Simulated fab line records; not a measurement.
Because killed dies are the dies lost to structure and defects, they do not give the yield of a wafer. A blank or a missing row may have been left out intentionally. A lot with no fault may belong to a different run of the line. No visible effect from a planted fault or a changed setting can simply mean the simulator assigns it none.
Struck lot and sound lot, side by side + flow n5 finfet + 38 steps out of a route of 1938
Sound: these wafers, L436.1, L436.2, L436.4. Struck: wafer L439.4 (left out: L439.5, L439.6 of the same lot, which were not struck); the cause appears at the end.
Per side, at each step with rows, come the tool, then ch with its chambers, and then its first start. Under that, the readings that differ: sound wafers + struck wafers + difference of the means + sigmas: that difference in standard deviations of wafers without a fault.
alike: same words and numbers on both sides, and readings whose means sit less than 2 such deviations apart. not compared: any withheld reading, any reading some wafer has no value for, any bound like >300 that may hide the same value, and any number with overlapping values for which the record gives no deviation.
Wherever a step has rows on one side only, a row that says differs or no value, or a row with sigmas, the two part there. Non-overlapping numbers with no deviation appear without sigmas and do not part them. A reading missing from all wafers of one side parts the sides only when that side holds two or more wafers.

first, 9 steps without rows for these wafers: N5_BEOL_M10_PEB_26 (peb time 60 s); N5_BEOL_M10_DEVELOP_27 (develop time 30 s); N5_BEOL_M10_DESCUM_33 (chemistry O2, time 7.9 s); N5_BEOL_M10_ETCH_65 (etches SiARC in CF4, target depth 39 nm, time 65 s); N5_BEOL_M10_ETCH_66 (etches SOC in N2/H2, target depth 120 nm, overetch 24 nm, time 180 s); N5_BEOL_M10_STRIP_69 (strips in N2/H2); N5_BEOL_M10_VIA_ETCH_34 (etches SiCOH lowk in C4F6/O2, target depth 184.5 nm, time 69.2 s); N5_BEOL_M10_STRIP_73 (strips in C4F6/O2); N5_BEOL_M10_STRIP_36 (strips in N2/H2).
N5_BEOL_M10_TRENCH_ETCH_37: etches SiCOH lowk in C4F6/O2, target depth 148.83 nm, time 48 s.
  sound on rie diel-03 ch 2,3, day 11 23:31; struck on rie diel-03 ch 2, day 12 12:37
| reading                                     | sound             | struck | difference | sigmas |
|---------------------------------------------|-------------------|--------|------------|--------|
| C4F6_flow_sccm (sccm)                       | 9.95 9.97 9.94    | 10.04  | +0.09      | +3     |
| oes product au (a.u.)                       | 0.77 0.86 0.77    | 1.05   | +0.25      | +3     |
| model.BEOL_M10.feature depth nm (nm)        | 143.4 154.8 142.8 | 212    | +65        |        |
| model.etch.depth nm (nm)                    | 143.3 154.8 142.9 | 211.9  | +64.9      |        |
| model.TiN_of_BEOL_M10_HM_DEP_02.thk nm (nm) | 16 15.8 16.2      | 14.2   | -1.8       |        |
  alike: drypump motor current A, oes_f_703_au, rf vpp V, showerhead plenum p Torr, throttle valve pct
  not compared: rf hours counter h
then, 2 steps without rows for these wafers: N5_BEOL_M10_ETCH_41 (etches SiCN in CH3F/O2, target depth 42.6 nm, time 86 s); N5_BEOL_M10_STRIP_77 (strips in N2/H2, time 10 s).
N5_BEOL_M10_OCD_MEAS_38:
  sound on ocd-01 at day 11 23:41; struck on ocd-02 at day 12 12:47
| reading              | sound       | struck | difference | sigmas |
|----------------------|-------------|--------|------------|--------|
| trench depth nm (nm) | 143 154 143 | 212    | +65        | +17    |
then, 13 steps without rows for these wafers: N5_BEOL_M10_HM_STRIP_39 (strips TiN in peroxide tin strip, target depth 25 nm, time 158 s); N5_BEOL_M10_SRD_40 (time 30 s); N5_BEOL_M10_PRECLEAN_42 (cleans in residue remover, time 60 s); N5_BEOL_M10_SRD_43 (time 30 s); N5_BEOL_M10_CURE_72 (cures SiCOH lowk, time 120 s); N5_BEOL_M10_DEGAS_44 (time 60 s); N5_BEOL_M10_PRE_CLEAN_45 (time 30 s); N5_BEOL_M10_ALD_74 (deposits TaN, target thk 2 nm, pulse time 2 s, purge time 3 s); N5_BEOL_M10_SURFACE_TREAT_76; N5_BEOL_M10_CVD_75 (deposits Co from CCTBA/H2, target thk 2 nm, time 138.9 s); N5_BEOL_M10_SPUTTER_48 (material Cu, target thk 12 nm, time 2 s); N5_BEOL_M10_ECD_50 (material Cu, target thk 318 nm); N5_BEOL_M10_ANNEAL_51 (time 90 s).
N5_BEOL_M10_CMP_52: polishes, stops on SiCOH lowk, t overpolish 7 s, target thk 140 nm.
  sound on cmp-04 ch 0,1,3, day 12 02:03; struck on cmp-01 ch 1, day 12 15:13
| reading                                 | sound             | struck | difference | sigmas |
|-----------------------------------------|-------------------|--------|------------|--------|
| model.Cu_of_BEOL_M10_ECD_50.thk nm (nm) | 135.2 146.2 136.2 | 205.6  | +66.4      |        |
  alike: motor current A
N5_BEOL_M10_THK_MEAS_53: measures by xrf.
  sound on film metro-02 at day 12 02:19; struck on film metro-02 at day 12 15:31
| reading      | sound       | struck | difference | sigmas |
|--------------|-------------|--------|------------|--------|
| M10_THK (nm) | 134 145 135 | 203    | +65        | +16    |
then, 2 steps without rows for these wafers: N5_BEOL_M10_PRE_CLEAN_55 (time 15 s); N5_BEOL_M10_DEP_56 (deposits SiCN from 3MS/NH3, target thk 15 nm, time 26.5 s).
N5_BEOL_M10_RS_MEAS_57: the measuring method here is four-point-probe.
  sound on film metro-01 at day 12 02:27; struck on film metro-02 at day 12 15:39
| reading         | sound             | struck | difference | sigmas |
|-----------------|-------------------|--------|------------|--------|
| M10_RS (ohm/sq) | 0.157 0.144 0.155 | 0.099  | -0.053     | -11    |
then, 5 steps without rows for these wafers: N5_BEOL_M11_ILD_DEP_00 (deposits SiCOH lowk from DEMS/porogen, target thk 308.51 nm, time 58 s); N5_BEOL_M11_CURE_71 (cures SiCOH lowk, time 240 s); N5_BEOL_M11_PECVD_70 (deposits SiO2 from TEOS/O2, target thk 20 nm, time 22.7 s); N5_BEOL_M11_HM_DEP_02 (deposits TiN, target thk 20 nm); N5_BEOL_M11_COAT_59 (time 60 s, resist thk 100 nm).
N5_BEOL_M15_RC_MEAS_101:
  sound on prober-02 ch 0, day 13 14:23; struck on prober-01 ch 0, day 13 20:42
| reading                    | sound          | struck | difference | sigmas |
|----------------------------|----------------|--------|------------|--------|
| SERP_M10 (ohm/um)          | 3.13 2.90 3.11 | 1.98   | -1.07      | -9     |
| SERP_M10_max_site (ohm/um) | 3.24 3.08 3.17 | 2.11   | -1.05      | -9     |
  alike: COMB_M11, COMB_M12, COMB_M13, COMB_M14, COMB_M15, COMB_M5, COMB_M6, COMB_M7, COMB_M8, COMB_M9, SERP_M11, SERP_M12, SERP_M13, SERP_M14, SERP_M5, SERP_M6, SERP_M6_max_site, SERP_M7, SERP_M8, SERP_M8_max_site, SERP_M9, SERP_M9_max_site
N5_PASSIVATION_PROBE_49:
  sound on prober-01 at day 14 07:05; struck on prober-01 at day 14 08:49
| reading      | sound | struck | difference | sigmas |
|--------------|-------|--------|------------|--------|
| killed short | 42    | 21     | -21        | -3     |
  alike: defect limited yield, killed_at_M0_to_M3, killed_at_M4_up, killed at contacts, killed at front end, killed at other, killed dies, killed open, sort_bin_4_leakage, sort_bin_5_function, sort_bin_6_memory, sort n pass, sort yield pct

WHERE THEY PART
At N5_BEOL_M10_TRENCH_ETCH_37 first; at N5_PASSIVATION_PROBE_49 last (within this record only).

WHY: the cause the simulator had injected
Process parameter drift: rie diel-03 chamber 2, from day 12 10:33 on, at N5_BEOL_M10_TRENCH_ETCH_37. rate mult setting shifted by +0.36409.
